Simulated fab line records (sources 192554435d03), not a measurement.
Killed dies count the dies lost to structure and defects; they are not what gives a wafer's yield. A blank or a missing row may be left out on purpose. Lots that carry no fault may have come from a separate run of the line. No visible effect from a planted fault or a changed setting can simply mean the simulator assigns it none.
Which tool was responsible?	flow n5Finfet	41 wafers from 14 lots sampled at 7 of the route's 1938 steps

WHAT THE GAUGES READ, wafer by wafer
N5_SD_EPI_P_OVL_MEAS_10. Usual: SD_P_BLK_OVL 0.3 nm, standard deviation 0.69.
lot	measured	on	SD_P_BLK_OVL (nm)	flag
L440	day 3 10:45	overlay-01	0.1 0.3	
L441	day 3 17:46	overlay-02	-0.7 1.2 -0.4	
L442	day 3 22:35	overlay-02	1.3 0.9 1.2	
L443	day 4 07:41	overlay-02	0.6 -0.7 0.9	
L445	day 4 19:21	overlay-02	0.7 0.0 0.3	
L446	day 5 01:01	overlay-01	0.8 0.1 0.8	
L455	day 7 06:53	overlay-02	0.0 1.6 -0.2	
L456	day 7 12:16	overlay-01	-0.6 -0.8 -1.2	
L457	day 7 18:19	overlay-01	-0.3 1.1 0.5	
L458	day 7 23:45	overlay-02	1.0 0.8 0.6	
L459	day 8 09:11	overlay-02	-0.4 0.0 -1.5	
L460	day 8 10:59	overlay-01	0.8 1.1 0.5	
L461	day 8 17:25	overlay-02	0.3 0.5 0.3	
L462	day 9 00:14	overlay-02	-0.6 0.7 -0.2	

N5_SD_EPI_P_EPI_MEAS_23. Usual: thkNm at 61.1 nm, with a standard deviation of 1.4.
lot	measured	on	thkNm (nm)	flag
L440	day 3 14:22	filmMetro-02	63.2 61.9	
L441	day 3 21:23	filmMetro-02	61.5 62.9 62.0	
L442	day 4 02:11	filmMetro-02	64.8 61.6 63.1	
L443	day 4 11:17	filmMetro-02	60.6 60.8 61.4	
L445	day 4 22:58	filmMetro-01	73.6 73.2 74.1	OFF
L446	day 5 04:38	filmMetro-01	77.6 74.3 74.0	OFF
L455	day 7 10:56	filmMetro-02	59.4 60.1 61.4	
L456	day 7 15:53	filmMetro-01	61.9 61.9 63.4	
L457	day 7 21:59	filmMetro-01	60.8 60.5 60.4	
L458	day 8 03:22	filmMetro-01	58.8 60.6 58.5	
L459	day 8 14:06	filmMetro-02	61.0 58.2 60.7	
L460	day 8 17:34	filmMetro-01	60.4 59.2 60.4	
L461	day 8 21:10	filmMetro-01	61.6 60.4 62.1	
L462	day 9 04:14	filmMetro-01	61.9 60.0 60.5	

N5_SD_ACTIVATION_RS_MEAS_03: measurement is done with a four-point probe. Usual: RS_SD_N 21.89 ohm/sq, standard deviation 0.27; RS_SD_P 56.1 ohm/sq, standard deviation 0.87.
lot	measured	on	RS_SD_N (ohm/sq)	RS_SD_P (ohm/sq)	flag
L440	day 3 15:01	filmMetro-02	22.30 21.78	54.7 54.4	
L441	day 3 22:00	filmMetro-02	22.06 21.97 21.95	56.6 56.3 56.7	
L442	day 4 02:56	filmMetro-02	21.64 21.61 21.28	53.7 54.9 54.6	
L443	day 4 11:55	filmMetro-01	21.82 22.10 21.80	56.6 56.3 56.9	
L445	day 4 23:44	filmMetro-02	22.17 21.78 22.02	46.0 45.5 45.6	OFF
L446	day 5 05:16	filmMetro-02	21.74 21.71 21.62	45.7 46.5 46.3	OFF
L455	day 7 11:35	filmMetro-01	21.60 22.12 21.82	56.7 57.0 56.4	
L456	day 7 16:32	filmMetro-02	21.74 22.12 21.80	54.8 54.9 55.0	
L457	day 7 22:50	filmMetro-02	21.46 21.72 21.67	55.7 55.6 56.6	
L458	day 8 03:59	filmMetro-02	21.65 22.07 21.60	57.3 57.6 57.7	
L459	day 8 14:44	filmMetro-01	21.64 21.92 21.67	55.8 56.2 56.0	
L460	day 8 18:10	filmMetro-02	21.94 21.43 21.66	56.5 57.2 56.1	
L461	day 8 21:46	filmMetro-01	21.59 21.56 21.70	55.8 55.8 55.6	
L462	day 9 04:53	filmMetro-02	22.12 22.26 22.15	55.5 55.1 55.5	

N5_BEOL_M4_RC_MEAS_101. Usual: DIBL_N 36.1 mV/V, standard deviation 2.3; DIBL_P 36 mV/V, standard deviation 3.2; IOFF_N 0.16 nA/um, standard deviation 0.045; IOFF_P 0.21 nA/um, standard deviation 0.049; ION_N 674 uA/um, standard deviation 14; ION_P 462 uA/um, standard deviation 8.4; RS_SD_P 65.8 ohm/sq, standard deviation 1; SS_N 71.6 mV/dec, standard deviation 0.83; SS_P 73.2 mV/dec, standard deviation 0.87; VT_N 249 mV, standard deviation 3.8; VT_P -250 mV, standard deviation 3.4.
lot	measured	on	DIBL_N (mV/V)	DIBL_P (mV/V)	IOFF_N (nA/um)	IOFF_P (nA/um)	ION_N (uA/um)	ION_P (uA/um)	RS_SD_P (ohm/sq)	SS_N (mV/dec)	SS_P (mV/dec)	VT_N (mV)	VT_P (mV)	flag
L440	day 12 07:51	prober-01	33.3 34.5	35 36	0.12 0.13	0.19 0.23	655 664	460 464	63.7 63.1	70.6 70.5	73.0 72.7	254 249	-250 -244	
L441	day 12 02:29	prober-01	36.3 33.2 36.7	33 30 35	0.14 0.10 0.14	0.18 0.15 0.21	650 672 682	449 459 470	66.4 66.0 65.9	71.9 71.6 72.0	72.9 72.3 73.0	254 255 253	-250 -253 -250	
L442	day 11 20:04	prober-01	39.1 38.2 36.7	42 40 39	0.22 0.20 0.19	0.29 0.26 0.26	686 679 695	468 465 481	63.5 64.9 63.9	72.3 72.0 71.3	74.4 73.7 73.7	246 248 244	-246 -246 -246	
L443	day 12 16:52	prober-02	35.8 34.3 34.7	36 34 35	0.15 0.13 0.14	0.20 0.17 0.19	674 669 677	458 461 460	67.1 67.2 66.1	71.7 71.1 70.5	72.9 72.6 72.1	249 249 249	-251 -252 -251	
L445	day 12 13:42	prober-02	35.9 31.9 35.3	36 31 34	0.16 0.10 0.16	0.21 0.15 0.19	671 663 670	459 461 462	53.6 53.4 53.1	71.5 69.7 70.8	74.0 72.0 72.7	248 252 246	-245 -252 -251	OFF
L446	day 13 23:03	prober-02	37.8 42.2 36.9	38 44 37	0.18 0.31 0.17	0.25 0.38 0.25	684 692 694	478 481 477	52.9 54.2 53.5	72.6 73.7 71.5	73.9 76.2 73.5	251 243 246	-246 -243 -247	OFF
L455	day 14 17:44	prober-01	31.4 37.2 36.4	30 36 35	0.09 0.19 0.16	0.13 0.20 0.19	645 672 668	446 462 458	66.3 65.8 66.0	69.8 71.5 71.4	72.4 73.5 73.7	255 247 250	-258 -249 -254	
L456	day 15 19:12	prober-01	34.4 35.0 35.4	36 37 37	0.14 0.14 0.15	0.16 0.19 0.19	672 678 676	458 466 465	63.7 64.0 63.8	71.9 72.0 72.3	72.9 73.1 73.5	251 254 251	-255 -256 -253	
L457	day 15 19:40	prober-02	36.0 34.3 38.8	35 33 39	0.16 0.15 0.24	0.22 0.20 0.29	669 670 688	460 459 464	66.0 65.7 66.7	71.3 71.2 72.0	72.8 72.3 73.4	248 248 243	-247 -248 -247	
L458	day 17 04:29	prober-01	35.1 36.6 35.3	37 38 37	0.15 0.19 0.15	0.23 0.23 0.21	659 682 665	460 457 454	67.6 68.2 67.8	71.3 72.4 71.9	73.8 73.2 73.4	250 248 252	-250 -250 -250	
L459	day 15 22:50	prober-02	37.6 39.2 36.5	38 41 37	0.17 0.21 0.15	0.20 0.28 0.20	673 674 675	458 466 462	66.6 66.1 65.8	71.3 72.2 71.2	73.8 75.1 73.9	248 249 248	-252 -249 -254	
L460	day 17 04:50	prober-02	40.9 40.3 39.2	44 43 41	0.28 0.30 0.26	0.38 0.36 0.31	686 695 685	469 472 464	67.2 67.0 65.8	73.0 72.4 72.8	75.4 74.8 75.0	241 239 243	-241 -240 -243	
L461	day 16 04:26	prober-02	39.9 36.0 35.4	39 34 33	0.22 0.14 0.13	0.24 0.17 0.17	707 661 670	474 450 460	66.3 65.3 66.0	72.3 70.8 70.4	74.2 73.0 72.0	244 250 251	-250 -252 -248	
L462	day 17 10:15	prober-01	37.5 40.1 37.4	39 42 38	0.20 0.24 0.19	0.25 0.29 0.24	683 679 681	463 461 466	65.4 64.7 65.7	72.7 72.7 72.0	73.3 74.2 73.7	246 246 247	-248 -248 -247	

WHAT TOOL EACH LOT RAN ON (gives the tool, then ch and the chambers of the sampled wafers, and finally the start)
lot	N5_SD_EPI_N_ETCH_45	N5_SD_EPI_N_SD_RECESS_17	N5_SD_EPI_P_EPI_21
L440	rieDiel-04 ch 2,3, day 3 06:54	rieSi-06 ch 1,2, day 3 07:04	epiRpcvd-02 ch 0, day 3 12:31
L441	rieDiel-01 ch 1,3, day 3 13:55	rieSi-03 ch 0,3, day 3 14:05	epiRpcvd-02 ch 0, day 3 19:32
L442	rieDiel-04 ch 0,1,2, day 3 18:29	rieSi-03 ch 0,1, day 3 18:39	epiRpcvd-01 ch 0, day 4 00:22
L443	rieDiel-03 ch 0,1,2, day 4 03:57	rieSi-03 ch 0,1, day 4 04:07	epiRpcvd-03 ch 0, day 4 09:27
L445	rieDiel-03 ch 0,1, day 4 15:28	rieSi-01 ch 0,1,3, day 4 15:38	epiRpcvd-03 ch 0, day 4 21:07
L446	rieDiel-04 ch 0,1,3, day 4 20:31	rieSi-03 ch 0,1, day 4 20:41	epiRpcvd-03 ch 0, day 5 03:09
L455	rieDiel-03 ch 1,2,3, day 7 02:18	rieSi-01 ch 1,3, day 7 02:28	epiRpcvd-01 ch 0, day 7 09:27
L456	rieDiel-04 ch 0,2,3, day 7 08:23	rieSi-06 ch 0,1,2, day 7 08:33	epiRpcvd-01 ch 0, day 7 14:24
L457	rieDiel-01 ch 0,2,3, day 7 14:28	rieSi-06 ch 0,1, day 7 14:38	epiRpcvd-01 ch 0, day 7 20:08
L458	rieDiel-03 ch 0,2, day 7 19:53	rieSi-01 ch 1,3, day 7 20:03	epiRpcvd-01 ch 0, day 8 01:31
L459	rieDiel-01 ch 1,2,3, day 8 03:45	rieSi-06 ch 0,1,3, day 8 03:56	epiRpcvd-03 ch 0, day 8 11:40
L460	rieDiel-04 ch 0,2,3, day 8 07:03	rieSi-01 ch 1,3, day 8 07:14	epiRpcvd-02 ch 0, day 8 13:40
L461	rieDiel-01 ch 0,2,3, day 8 13:38	rieSi-01 ch 0,1, day 8 13:48	epiRpcvd-01 ch 0, day 8 18:58
L462	rieDiel-01 ch 0,1,3, day 8 20:07	rieSi-03 ch 0,2,3, day 8 20:17	epiRpcvd-02 ch 0, day 9 03:07
- N5_SD_EPI_N_ETCH_45: etches SiOCN in CH3F/O2, target depth 6 nm.
- N5_SD_EPI_N_SD_RECESS_17: chemistry HBr/Cl2/O2, target depth 41 nm, time 23.7 s, bt time 3 s.
- N5_SD_EPI_P_EPI_21: deposits SiGe:B, time 355 s.

AS READ BY THE TOOLS THEMSELVES (means over the sampled wafers that have a number; for cases with no such wafer, the mark the record gives instead)
N5_SD_EPI_N_ETCH_45. Usual: chamberPressureMTorr 15.000 mTorr, standard deviation 0.012; drypumpMotorCurrentA 5.65 A, standard deviation 0.23; oesProductAu 0.76 a.u., standard deviation 0.067; rfVppV 127.4 V, standard deviation 0.98; showerheadPlenumPTorr 2.00 Torr, standard deviation 0.058; throttleValvePct 23.40 %, standard deviation 0.19.
lot	tool	chamberPressureMTorr (mTorr)	drypumpMotorCurrentA (A)	oesProductAu (a.u.)	rfVppV (V)	showerheadPlenumPTorr (Torr)	throttleValvePct (%)	flag
L440	rieDiel-04	15.008	5.32	0.74	128.5	2.06	23.34	
L441	rieDiel-01	15.014	5.65	0.85	128.1	2.06	23.26	
L442	rieDiel-04	15.001	5.74	0.71	127.3	1.99	23.39	
L443	rieDiel-03	14.986	5.75	0.78	128.4	2.00	23.44	
L445	rieDiel-03	15.002	5.60	0.77	127.3	1.97	23.45	
L446	rieDiel-04	14.979	5.66	0.72	126.3	1.99	23.50	
L455	rieDiel-03	15.002	5.80	0.78	126.9	1.98	23.42	
L456	rieDiel-04	15.008	5.51	0.81	127.2	2.02	23.35	
L457	rieDiel-01	14.995	5.77	0.76	127.0	1.96	23.38	
L458	rieDiel-03	14.997	5.67	0.72	127.3	2.01	23.36	
L459	rieDiel-01	14.993	5.67	0.76	127.2	2.02	23.41	
L460	rieDiel-04	14.996	5.50	0.79	127.1	2.02	23.37	
L461	rieDiel-01	14.999	5.75	0.76	127.4	1.96	23.39	
L462	rieDiel-01	14.995	5.72	0.79	127.7	1.99	23.28	

N5_SD_EPI_N_SD_RECESS_17. Usual: chamberPressureMTorr 10.003 mTorr, standard deviation 0.0085; drypumpMotorCurrentA 5.8 A, standard deviation 0.48; mfcCl2Sccm 80.05 sccm, standard deviation 0.24; oes_o_777_au 0.990 a.u., standard deviation 0.022; oesProductAu 0.998 a.u., standard deviation 0.016; throttleValvePct 37.1 %, standard deviation 0.46.
lot	tool	chamberPressureMTorr (mTorr)	drypumpMotorCurrentA (A)	mfcCl2Sccm (sccm)	oes_o_777_au (a.u.)	oesProductAu (a.u.)	throttleValvePct (%)	flag
L440	rieSi-06	10.007	5.9	80.02	0.984	0.994	37.3	
L441	rieSi-03	10.010	5.7	80.24	0.997	1.003	37.0	
L442	rieSi-03	9.995	5.9	80.06	1.022	1.015	37.2	
L443	rieSi-03	10.000	5.9	79.93	1.016	1.006	37.1	
L445	rieSi-01	10.002	5.7	80.19	0.982	0.989	37.4	
L446	rieSi-03	10.011	5.9	79.95	1.022	1.015	37.2	
L455	rieSi-01	10.005	5.5	79.97	0.976	0.988	36.8	
L456	rieSi-06	10.005	5.6	80.19	1.000	1.007	37.3	
L457	rieSi-06	10.005	5.7	79.88	1.002	1.010	37.4	
L458	rieSi-01	10.004	5.5	80.05	0.979	0.981	36.8	
L459	rieSi-06	10.006	5.8	79.95	1.010	1.012	37.3	
L460	rieSi-01	10.007	5.5	80.25	0.982	0.987	36.8	
L461	rieSi-01	9.999	5.9	80.09	0.983	1.000	37.9	
L462	rieSi-03	10.000	5.9	79.86	0.979	0.989	36.9	

THE ANSWER, worked out from the rows above alone
Rule: a lot is off if the mean of its wafers that have a number lies more than 3 standard deviations from the usual mean. Also off: a lot with no number at a reading for which 4 or more lots have one. The other lots that the step has rows for count as sound. Order of review: gauges by route order, followed by the tools' own readings, for which a lot's mean as printed above is used. The first step at which some lot is off is used, and at that step the reading that is off furthest; a lot without a number counts as furthest.
Off at N5_SD_EPI_P_EPI_MEAS_23 (thkNm): L445, L446.
If a tool, at a process step before that reading, ran all the lots that are off and no sound lot after the first of them, it fits. Not tried: the gauges at N5_SD_EPI_P_EPI_MEAS_23; whatever is off there is also off at N5_SD_ACTIVATION_RS_MEAS_03, on other tools, and gauge error can't account for it. No candidate that was tried fits.

WHAT THE SIMULATOR PUT IN
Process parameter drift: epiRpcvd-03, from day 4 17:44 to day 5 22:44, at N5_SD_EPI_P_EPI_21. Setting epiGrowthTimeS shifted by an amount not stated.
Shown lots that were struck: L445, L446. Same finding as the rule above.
